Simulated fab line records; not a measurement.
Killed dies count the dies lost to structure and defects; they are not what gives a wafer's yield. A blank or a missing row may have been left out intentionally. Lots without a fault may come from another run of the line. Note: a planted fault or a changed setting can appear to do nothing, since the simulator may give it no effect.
The tool behind it: which one? :: flow n5Finfet :: Sampling: 10 lots, 29 wafers, 6 of 1938 route steps

== WHAT EACH GAUGE READ, for each wafer ==
N5_FIN_SAQP_CD_MEAS_31 targets a cd of 8 nm.
lot: L233
measured: day 2 02:35
on: cdSem-02
cdNm (nm): 8.13 7.88 8.01

lot: L234
measured: day 2 07:46
on: cdSem-01
cdNm (nm): 8.13 8.15 8.29

lot: L236
measured: day 2 20:02
on: cdSem-02
cdNm (nm): 8.12 8.21 8.12

lot: L237
measured: day 3 01:38
on: cdSem-01
cdNm (nm): 7.85 7.93 8.13

lot: L238
measured: day 3 07:04
on: cdSem-01
cdNm (nm): 8.32 7.91

lot: L240
measured: day 3 19:54
on: cdSem-03
cdNm (nm): 8.11 8.17 8.10

lot: L246
measured: day 5 10:01
on: cdSem-02
cdNm (nm): 13.73 8.21 13.67

lot: L247
measured: day 5 13:48
on: cdSem-03
cdNm (nm): 13.68 13.67 13.87

lot: L255
measured: day 7 14:33
on: cdSem-02
cdNm (nm): 8.34 7.87 8.36

lot: L256
measured: day 7 19:30
on: cdSem-03
cdNm (nm): 8.13 8.37 8.21

N5_STI_FIN_REVEAL_CD_MEAS_22: target cd 6.238 nm, pitch 28 nm.
lot: L233
measured: day 2 13:14
on: cdSem-03
cdNm (nm): 6.6 6.3 6.0

lot: L234
measured: day 2 19:10
on: cdSem-02
cdNm (nm): 6.2 6.3 6.0

lot: L236
measured: day 3 06:40
on: cdSem-02
cdNm (nm): 6.3 6.3 6.4

lot: L237
measured: day 3 12:38
on: cdSem-02
cdNm (nm): 6.7 6.8 6.7

lot: L238
measured: day 3 19:19
on: cdSem-02
cdNm (nm): 6.2 5.6

lot: L240
measured: day 4 07:22
on: cdSem-03
cdNm (nm): 6.8 6.4 6.5

lot: L246
measured: day 5 20:38
on: cdSem-02
cdNm (nm): 11.7 6.0 12.0

lot: L247
measured: day 6 00:45
on: cdSem-03
cdNm (nm): 12.2 12.1 12.2

lot: L255
measured: day 8 01:25
on: cdSem-02
cdNm (nm): 6.1 6.3 6.1

lot: L256
measured: day 8 07:07
on: cdSem-01
cdNm (nm): 6.3 5.9 7.1

== WHAT TOOL EACH LOT RAN ON (gives the tool, then ch and the chambers of the sampled wafers, and finally the start) ==
lot: L233
N5_FIN_SAQP_RECESS_75: vaporEtch-02 ch 0,1, day 1 23:27
N5_FIN_SAQP_SPACER2_ALD_28: aldSin-02 ch 1,3, day 2 02:03
N5_FIN_SAQP_HM_OPEN_33: rieDiel-05 ch 1,3, day 2 02:37
N5_FIN_SAQP_ETCH_64: rieSi-01 ch 0,2,3, day 2 02:53

lot: L234
N5_FIN_SAQP_RECESS_75: vaporEtch-02 ch 0,1, day 2 04:55
N5_FIN_SAQP_SPACER2_ALD_28: aldSin-02 ch 2,3, day 2 07:14
N5_FIN_SAQP_HM_OPEN_33: rieDiel-05 ch 1,2,3, day 2 07:49
N5_FIN_SAQP_ETCH_64: rieSi-01 ch 0,1, day 2 08:04

lot: L236
N5_FIN_SAQP_RECESS_75: vaporEtch-02 ch 0,1, day 2 17:11
N5_FIN_SAQP_SPACER2_ALD_28: aldSin-04 ch 0,2, day 2 19:31
N5_FIN_SAQP_HM_OPEN_33: rieDiel-04 ch 1,3, day 2 20:05
N5_FIN_SAQP_ETCH_64: rieSi-04 ch 2,3, day 2 20:20

lot: L237
N5_FIN_SAQP_RECESS_75: vaporEtch-02 ch 0,1, day 2 22:35
N5_FIN_SAQP_SPACER2_ALD_28: aldSin-01 ch 1,3, day 3 01:07
N5_FIN_SAQP_HM_OPEN_33: rieDiel-04 ch 2,3, day 3 01:41
N5_FIN_SAQP_ETCH_64: rieSi-04 ch 0,3, day 3 01:57

lot: L238
N5_FIN_SAQP_RECESS_75: vaporEtch-02 ch 0,1, day 3 04:16
N5_FIN_SAQP_SPACER2_ALD_28: aldSin-04 ch 1,2, day 3 06:32
N5_FIN_SAQP_HM_OPEN_33: rieDiel-01 ch 1, day 3 07:06
N5_FIN_SAQP_ETCH_64: rieSi-01 ch 2,3, day 3 07:22

lot: L240
N5_FIN_SAQP_RECESS_75: vaporEtch-02 ch 0,1, day 3 16:41
N5_FIN_SAQP_SPACER2_ALD_28: aldSin-02 ch 0,2,3, day 3 19:22
N5_FIN_SAQP_HM_OPEN_33: rieDiel-01 ch 0,1, day 3 19:56
N5_FIN_SAQP_ETCH_64: rieSi-04 ch 0,2, day 3 20:13

lot: L246
N5_FIN_SAQP_RECESS_75: vaporEtch-02 ch 0,1, day 5 05:46
N5_FIN_SAQP_SPACER2_ALD_28: aldSin-02 ch 0,2, day 5 09:14
N5_FIN_SAQP_HM_OPEN_33: rieDiel-05 ch 1,2,3, day 5 10:09
N5_FIN_SAQP_ETCH_64: rieSi-01 ch 1,2,3, day 5 10:25

lot: L247
N5_FIN_SAQP_RECESS_75: vaporEtch-01 ch 0,1, day 5 10:36
N5_FIN_SAQP_SPACER2_ALD_28: aldSin-02 ch 0,2,3, day 5 13:17
N5_FIN_SAQP_HM_OPEN_33: rieDiel-05 ch 1,3, day 5 14:07
N5_FIN_SAQP_ETCH_64: rieSi-01 ch 0,1,3, day 5 14:22

lot: L255
N5_FIN_SAQP_RECESS_75: vaporEtch-02 ch 0,1, day 7 11:40
N5_FIN_SAQP_SPACER2_ALD_28: aldSin-01 ch 0,2,3, day 7 13:52
N5_FIN_SAQP_HM_OPEN_33: rieDiel-05 ch 1,2, day 7 14:35
N5_FIN_SAQP_ETCH_64: rieSi-03 ch 1,2, day 7 14:51

lot: L256
N5_FIN_SAQP_RECESS_75: vaporEtch-01 ch 0,1, day 7 16:37
N5_FIN_SAQP_SPACER2_ALD_28: aldSin-04 ch 1,3, day 7 18:57
N5_FIN_SAQP_HM_OPEN_33: rieDiel-04 ch 0,1, day 7 19:35
N5_FIN_SAQP_ETCH_64: rieSi-03 ch 0,1,3, day 7 19:51
- N5_FIN_SAQP_RECESS_75: chemistry HF/NH3, target SiO2, target depth 14.4 nm, afs cycles 3, sublimation time 60 s.
- N5_FIN_SAQP_SPACER2_ALD_28: deposits SiO2, target thk 8.1 nm, pulse time 1 s, purge time 2 s.
- N5_FIN_SAQP_HM_OPEN_33: chemistry CH3F/O2, target SiNx, target depth 49.4 nm, time 70.6 s.
- N5_FIN_SAQP_ETCH_64: etches SiO2 in CF4, target depth 1.5 nm.

== WHAT THE TOOLS THEMSELVES READ (means of the sampled wafers that have a number; where no wafer has one, the mark that the record gives instead) ==
N5_FIN_SAQP_RECESS_75.
lot: L233
tool: vaporEtch-02
drypumpMotorCurrentA (A): 5.59

lot: L234
tool: vaporEtch-02
drypumpMotorCurrentA (A): 5.69

lot: L236
tool: vaporEtch-02
drypumpMotorCurrentA (A): 5.59

lot: L237
tool: vaporEtch-02
drypumpMotorCurrentA (A): 5.60

lot: L238
tool: vaporEtch-02
drypumpMotorCurrentA (A): 5.64

lot: L240
tool: vaporEtch-02
drypumpMotorCurrentA (A): 5.60

lot: L246
tool: vaporEtch-02
drypumpMotorCurrentA (A): 5.67

lot: L247
tool: vaporEtch-01
drypumpMotorCurrentA (A): 5.55

lot: L255
tool: vaporEtch-02
drypumpMotorCurrentA (A): 5.59

lot: L256
tool: vaporEtch-01
drypumpMotorCurrentA (A): 5.54

N5_FIN_SAQP_SPACER2_ALD_28.
lot: L233
tool: aldSin-02
heaterPowerW (W): 410
precursorPulseHeightRel: 1.001

lot: L234
tool: aldSin-02
heaterPowerW (W): 419
precursorPulseHeightRel: 1.029

lot: L236
tool: aldSin-04
heaterPowerW (W): 483
precursorPulseHeightRel: 1.018

lot: L237
tool: aldSin-01
heaterPowerW (W): 412
precursorPulseHeightRel: 0.999

lot: L238
tool: aldSin-04
heaterPowerW (W): 457
precursorPulseHeightRel: 0.976

lot: L240
tool: aldSin-02
heaterPowerW (W): 434
precursorPulseHeightRel: 0.984

lot: L246
tool: aldSin-02
heaterPowerW (W): 458
precursorPulseHeightRel: 1.003

lot: L247
tool: aldSin-02
heaterPowerW (W): 427
precursorPulseHeightRel: 1.005

lot: L255
tool: aldSin-01
heaterPowerW (W): 487
precursorPulseHeightRel: 0.996

lot: L256
tool: aldSin-04
heaterPowerW (W): 436
precursorPulseHeightRel: 1.007

N5_FIN_SAQP_HM_OPEN_33.
lot: L233
tool: rieDiel-05
CH3F_flow_sccm (sccm): 29.98
drypumpMotorCurrentA (A): 5.9
etchRfOnTimeS (s): 72.4
oesProductAu (a.u.): 0.67
rfVppV (V): 296
showerheadPlenumPTorr (Torr): 1.94
throttleValvePct (%): 16.36

lot: L234
tool: rieDiel-05
CH3F_flow_sccm (sccm): 29.99
drypumpMotorCurrentA (A): 5.5
etchRfOnTimeS (s): 69.0
oesProductAu (a.u.): 0.71
rfVppV (V): 296
showerheadPlenumPTorr (Torr): 1.97
throttleValvePct (%): 16.18

lot: L236
tool: rieDiel-04
CH3F_flow_sccm (sccm): 29.92
drypumpMotorCurrentA (A): 5.1
etchRfOnTimeS (s): 69.7
oesProductAu (a.u.): 0.62
rfVppV (V): 311
showerheadPlenumPTorr (Torr): 2.03
throttleValvePct (%): 16.49

lot: L237
tool: rieDiel-04
CH3F_flow_sccm (sccm): 29.96
drypumpMotorCurrentA (A): 5.1
etchRfOnTimeS (s): 69.1
oesProductAu (a.u.): 0.63
rfVppV (V): 297
showerheadPlenumPTorr (Torr): 1.98
throttleValvePct (%): 16.22

lot: L238
tool: rieDiel-01
CH3F_flow_sccm (sccm): 29.99
drypumpMotorCurrentA (A): 4.7
etchRfOnTimeS (s): 70.0
oesProductAu (a.u.): 0.65
rfVppV (V): 287
showerheadPlenumPTorr (Torr): 2.08
throttleValvePct (%): 16.40

lot: L240
tool: rieDiel-01
CH3F_flow_sccm (sccm): 29.95
drypumpMotorCurrentA (A): 4.8
etchRfOnTimeS (s): 69.0
oesProductAu (a.u.): 0.61
rfVppV (V): 304
showerheadPlenumPTorr (Torr): 2.01
throttleValvePct (%): 16.47

lot: L246
tool: rieDiel-05
CH3F_flow_sccm (sccm): 30.04
drypumpMotorCurrentA (A): 5.5
etchRfOnTimeS (s): 69.8
oesProductAu (a.u.): 0.68
rfVppV (V): 295
showerheadPlenumPTorr (Torr): 1.96
throttleValvePct (%): 16.24

lot: L247
tool: rieDiel-05
CH3F_flow_sccm (sccm): 30.03
drypumpMotorCurrentA (A): 5.4
etchRfOnTimeS (s): 68.2
oesProductAu (a.u.): 0.65
rfVppV (V): 291
showerheadPlenumPTorr (Torr): 1.92
throttleValvePct (%): 16.42

lot: L255
tool: rieDiel-05
CH3F_flow_sccm (sccm): 30.00
drypumpMotorCurrentA (A): 5.6
etchRfOnTimeS (s): 69.7
oesProductAu (a.u.): 0.69
rfVppV (V): 299
showerheadPlenumPTorr (Torr): 1.99
throttleValvePct (%): 16.10

lot: L256
tool: rieDiel-04
CH3F_flow_sccm (sccm): 30.04
drypumpMotorCurrentA (A): 5.4
etchRfOnTimeS (s): 72.1
oesProductAu (a.u.): 0.57
rfVppV (V): 302
showerheadPlenumPTorr (Torr): 1.94
throttleValvePct (%): 16.62

N5_FIN_SAQP_ETCH_64.
lot: L233
tool: rieSi-01
drypumpMotorCurrentA (A): 6.0
oesProductAu (a.u.): 1.028
throttleValvePct (%): 22.2

lot: L234
tool: rieSi-01
drypumpMotorCurrentA (A): 5.9
oesProductAu (a.u.): 1.029
throttleValvePct (%): 21.5

lot: L236
tool: rieSi-04
drypumpMotorCurrentA (A): 5.6
oesProductAu (a.u.): 0.985
throttleValvePct (%): 21.8

lot: L237
tool: rieSi-04
drypumpMotorCurrentA (A): 6.1
oesProductAu (a.u.): 1.014
throttleValvePct (%): 22.0

lot: L238
tool: rieSi-01
drypumpMotorCurrentA (A): 6.2
oesProductAu (a.u.): 1.020
throttleValvePct (%): 22.1

lot: L240
tool: rieSi-04
drypumpMotorCurrentA (A): 6.0
oesProductAu (a.u.): 1.007
throttleValvePct (%): 22.0

lot: L246
tool: rieSi-01
drypumpMotorCurrentA (A): 6.1
oesProductAu (a.u.): 1.021
throttleValvePct (%): 21.8

lot: L247
tool: rieSi-01
drypumpMotorCurrentA (A): 5.9
oesProductAu (a.u.): 1.025
throttleValvePct (%): 22.0

lot: L255
tool: rieSi-03
drypumpMotorCurrentA (A): 5.9
oesProductAu (a.u.): 0.978
throttleValvePct (%): 21.5

lot: L256
tool: rieSi-03
drypumpMotorCurrentA (A): 5.9
oesProductAu (a.u.): 0.979
throttleValvePct (%): 21.7

== THE ANSWER, worked out from the rows above alone ==
Rule: what is usual is taken from the lots themselves. The widest of any qualifying gaps counts: lots, ordered by their means at a reading, are off when they make up no more than a third of the lots, leave a main group of 4 or more, and stand apart from it by 3 or more times the standard deviation of that group's means. If all means in a main group match to the digits the tables above print for the reading, that group is not used. Also off: a lot with no number at a reading for which 4 or more lots have one. The other lots that the step has rows for count as sound. After the gauges, taken in route order, come the tools' own readings; for these a lot's mean is taken, as printed above. At the first step where some lot is off, the reading lying furthest off is the one used; lots without a number count as furthest.
Off: L246, L247, at N5_FIN_SAQP_CD_MEAS_31 (cdNm). Mean 8.12 nm and standard deviation 0.086 in the main group.
A tool fits if, at a process step before that reading, it ran every lot that is off, and no sound lot after the first of them. Gauges at N5_FIN_SAQP_CD_MEAS_31: tried the same way as those tools. One candidate fits, namely aldSin-02 at N5_FIN_SAQP_SPACER2_ALD_28. Its last sound lot is L240 (day 3 19:22), its first lot that is off L246 (day 5 09:14): a fault that began between those two fits.

== WHAT WAS PUT IN BY THE SIMULATOR ==
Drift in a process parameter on aldSin-02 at N5_FIN_SAQP_SPACER2_ALD_28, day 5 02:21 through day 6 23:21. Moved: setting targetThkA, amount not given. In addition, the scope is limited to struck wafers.
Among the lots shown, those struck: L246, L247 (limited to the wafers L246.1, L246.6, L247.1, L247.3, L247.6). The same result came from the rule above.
